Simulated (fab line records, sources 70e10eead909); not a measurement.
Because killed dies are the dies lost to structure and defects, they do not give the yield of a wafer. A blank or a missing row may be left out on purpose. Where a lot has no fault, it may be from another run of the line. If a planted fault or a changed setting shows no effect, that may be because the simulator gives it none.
Which of the tools did it?    flow nandHarc    Sampling: 13 lots, 39 wafers, 5 of 1302 route steps

WHAT THE GAUGES READ, wafer by wafer
NHARC_P_GATE_CD_MEAS_59 targets a cd of 720 nm.
lot   measured      on        cdNm (nm)
L430  day 5 15:29   cdSem-03  720.0 719.9 719.4
L431  day 5 23:14   cdSem-02  720.3 720.0 720.0
L432  day 6 05:21   cdSem-02  719.6 720.9 721.6
L434  day 7 06:01   cdSem-02  721.3 721.0 721.1
L435  day 7 13:10   cdSem-02  717.6 718.5 718.9
L437  day 8 15:29   cdSem-03  719.8 721.5 719.0
L438  day 9 13:57   cdSem-03  718.9 717.9 718.8
L439  day 9 14:31   cdSem-02  - - -
L440  day 9 15:14   cdSem-02  720.9 720.6 721.3
L449  day 13 07:39  cdSem-03  718.6 720.0 720.3
L450  day 14 04:29  cdSem-01  720.8 719.5 718.8
L451  day 14 14:44  cdSem-01  719.6 721.4 720.9
L453  day 15 05:23  cdSem-01  721.9 721.2 721.8

EACH LOT AND THE TOOL THAT RAN IT (in order: tool; ch and the chambers of the sampled wafers; start)
lot   NHARC_P_GATE_ETCH_32             NHARC_P_GATE_STRIP_108             NHARC_P_GATE_STRIP_101             NHARC_P_GATE_EXPOSE_56
L430  rieSi-04 ch 0,3, day 5 02:25     rieDiel-02 ch 0,1,2, day 5 02:34   rieDiel-10 ch 2,3, day 5 12:48     krfScanner-02 ch 0, day 5 15:19
L431  rieSi-03 ch 0,1,2, day 5 10:14   rieDiel-12 ch 1,2,3, day 5 10:23   rieDiel-02 ch 0,1,3, day 5 20:34   krfScanner-01 ch 0, day 5 23:05
L432  rieSi-03 ch 0,2,3, day 5 16:19   rieDiel-02 ch 1,2, day 5 16:28     rieDiel-10 ch 0,1,3, day 6 02:41   krfScanner-02 ch 0, day 6 05:12
L434  rieSi-03 ch 0,1,3, day 6 16:59   rieDiel-12 ch 0,3, day 6 17:09     rieDiel-02 ch 0,1,2, day 7 03:29   krfScanner-02 ch 0, day 7 05:52
L435  rieSi-02 ch 0,2, day 7 00:16     rieDiel-10 ch 0,2, day 7 00:26     rieDiel-02 ch 1,2,3, day 7 10:37   krfScanner-04 ch 0, day 7 13:01
L437  rieSi-02 ch 1,3, day 8 02:22     rieDiel-10 ch 0,3, day 8 02:34     rieDiel-10 ch 1,2,3, day 8 12:49   krfScanner-02 ch 0, day 8 15:20
L438  rieSi-03 ch 0,2,3, day 8 22:43   rieDiel-12 ch 0,2,3, day 8 22:52   rieDiel-12 ch 0,1,2, day 9 11:14   krfScanner-04 ch 0, day 9 13:48
L439  rieSi-03 ch 2,3, day 9 01:31     rieDiel-12 ch 0,3, day 9 01:41     rieDiel-02 ch 0,1,2, day 9 11:52   krfScanner-01 ch 0, day 9 14:22
L440  rieSi-02 ch 1,2,3, day 9 02:11   rieDiel-12 ch 0,2,3, day 9 02:21   rieDiel-10 ch 0,1,2, day 9 12:31   krfScanner-04 ch 0, day 9 15:05
L449  rieSi-04 ch 0,1,3, day 12 18:46  rieDiel-12 ch 2,3, day 12 18:54    rieDiel-10 ch 0,1, day 13 05:05    krfScanner-01 ch 0, day 13 07:29
L450  rieSi-03 ch 2,3, day 13 15:23    rieDiel-02 ch 0,3, day 13 15:34    rieDiel-10 ch 1,2, day 14 01:48    krfScanner-01 ch 0, day 14 04:19
L451  rieSi-02 ch 1,2, day 14 01:46    rieDiel-12 ch 0,1,2, day 14 01:59  rieDiel-02 ch 1,2,3, day 14 12:04  krfScanner-04 ch 0, day 14 14:35
L453  rieSi-03 ch 1,2,3, day 14 10:31  rieDiel-10 ch 0,3, day 14 10:38    rieDiel-10 ch 0,2,3, day 14 20:55  krfScanner-04 ch 0, day 15 05:14
- NHARC_P_GATE_ETCH_32: etches the open film in HBr/Cl2, target depth 150 nm, time 100.1 s.
- NHARC_P_GATE_STRIP_108: strips in O2.
- NHARC_P_GATE_STRIP_101: strips in O2, time 20 s.
- NHARC_P_GATE_EXPOSE_56: exposes mask P PSD, target cd 720 nm.

AS READ BY THE TOOLS THEMSELVES (means over the sampled wafers that have a number; for cases with no such wafer, the mark the record gives instead)
NHARC_P_GATE_ETCH_32.
lot   tool      drypumpMotorCurrentA (A)  oesProductAu (a.u.)  throttleValvePct (%)
L430  rieSi-04  6.1                       0.996                26.404
L431  rieSi-03  5.6                       1.007                26.412
L432  rieSi-03  5.5                       1.009                26.398
L434  rieSi-03  5.4                       1.012                26.404
L435  rieSi-02  5.6                       0.996                26.404
L437  rieSi-02  5.4                       0.993                26.402
L438  rieSi-03  5.4                       1.013                26.414
L439  rieSi-03  5.5                       1.009                26.407
L440  rieSi-02  5.7                       0.993                26.399
L449  rieSi-04  6.0                       0.989                26.408
L450  rieSi-03  5.3                       0.997                26.408
L451  rieSi-02  6.0                       1.013                26.403
L453  rieSi-03  5.5                       0.994                26.414

NHARC_P_GATE_STRIP_108.
lot   tool        drypumpMotorCurrentA (A)  oesProductAu (a.u.)  rfVppV (V)  showerheadPlenumPTorr (Torr)  throttleValvePct (%)
L430  rieDiel-02  5.7                       0.994                58.2        3.55                          17.037
L431  rieDiel-12  5.6                       1.008                58.3        3.65                          17.028
L432  rieDiel-02  5.8                       0.999                59.0        3.43                          17.030
L434  rieDiel-12  5.3                       1.003                57.7        3.69                          17.041
L435  rieDiel-10  5.6                       0.994                58.9        3.55                          17.046
L437  rieDiel-10  5.8                       0.996                56.3        3.52                          17.035
L438  rieDiel-12  5.3                       1.006                58.6        3.67                          17.034
L439  rieDiel-12  5.3                       1.010                58.4        3.71                          17.036
L440  rieDiel-12  5.3                       1.006                58.2        3.67                          17.037
L449  rieDiel-12  5.4                       1.004                57.4        3.66                          17.034
L450  rieDiel-02  5.3                       1.002                59.0        3.69                          17.042
L451  rieDiel-12  5.6                       1.004                58.0        3.62                          17.046
L453  rieDiel-10  5.9                       1.017                57.6        3.51                          17.041

NHARC_P_GATE_STRIP_101.
lot   tool        drypumpMotorCurrentA (A)  oesProductAu (a.u.)  rfVppV (V)  showerheadPlenumPTorr (Torr)  throttleValvePct (%)
L430  rieDiel-10  5.50                      0.997                57.4        3.41                          17.037
L431  rieDiel-02  5.44                      1.004                58.1        3.68                          17.031
L432  rieDiel-10  5.80                      1.003                57.6        3.46                          17.038
L434  rieDiel-02  5.69                      0.998                56.9        3.55                          17.041
L435  rieDiel-02  5.57                      0.999                57.3        3.55                          17.047
L437  rieDiel-10  5.62                      0.995                57.9        3.43                          17.030
L438  rieDiel-12  5.58                      1.007                59.1        3.62                          17.029
L439  rieDiel-02  5.70                      0.988                58.1        3.54                          17.034
L440  rieDiel-10  5.73                      0.991                57.3        3.51                          17.040
L449  rieDiel-10  5.96                      1.005                57.2        3.54                          17.039
L450  rieDiel-10  5.51                      0.995                57.3        3.49                          17.030
L451  rieDiel-02  5.55                      1.001                57.4        3.54                          17.034
L453  rieDiel-10  5.63                      1.008                57.8        3.49                          17.039

THE ANSWER, worked out from the rows above alone
Rule: the usual values come from the lots themselves. Put in order of their means at a reading, lots are off if they are a third of the lots or fewer, leave a main group of 4 or more, and stand apart from it by a gap of 3 or more times the standard deviation of the main group's means; of several such gaps the widest counts. A main group whose means are all the same, to the digits that the tables above print for the reading, isn't used. Also off: a lot with no number at a reading for which 4 or more lots have one. The other lots that the step has rows for count as sound. After the gauges, taken in route order, come the tools' own readings; for these a lot's mean is taken, as printed above. The first step at which some lot is off is used, and at that step the reading that is off furthest; a lot without a number counts as furthest.
Off, at NHARC_P_GATE_CD_MEAS_59 on cdNm: L439. Without a number there: L439. The main group has a mean of 720.1 nm with a standard deviation of 0.95.
A tool fits if, at a process step before that reading, it ran every lot that is off, and no sound lot after the first of them. Gauges at NHARC_P_GATE_CD_MEAS_59: tried the same way as those tools. Not one of the candidates tried fits.

WHAT THE SIMULATOR HAD PUT IN
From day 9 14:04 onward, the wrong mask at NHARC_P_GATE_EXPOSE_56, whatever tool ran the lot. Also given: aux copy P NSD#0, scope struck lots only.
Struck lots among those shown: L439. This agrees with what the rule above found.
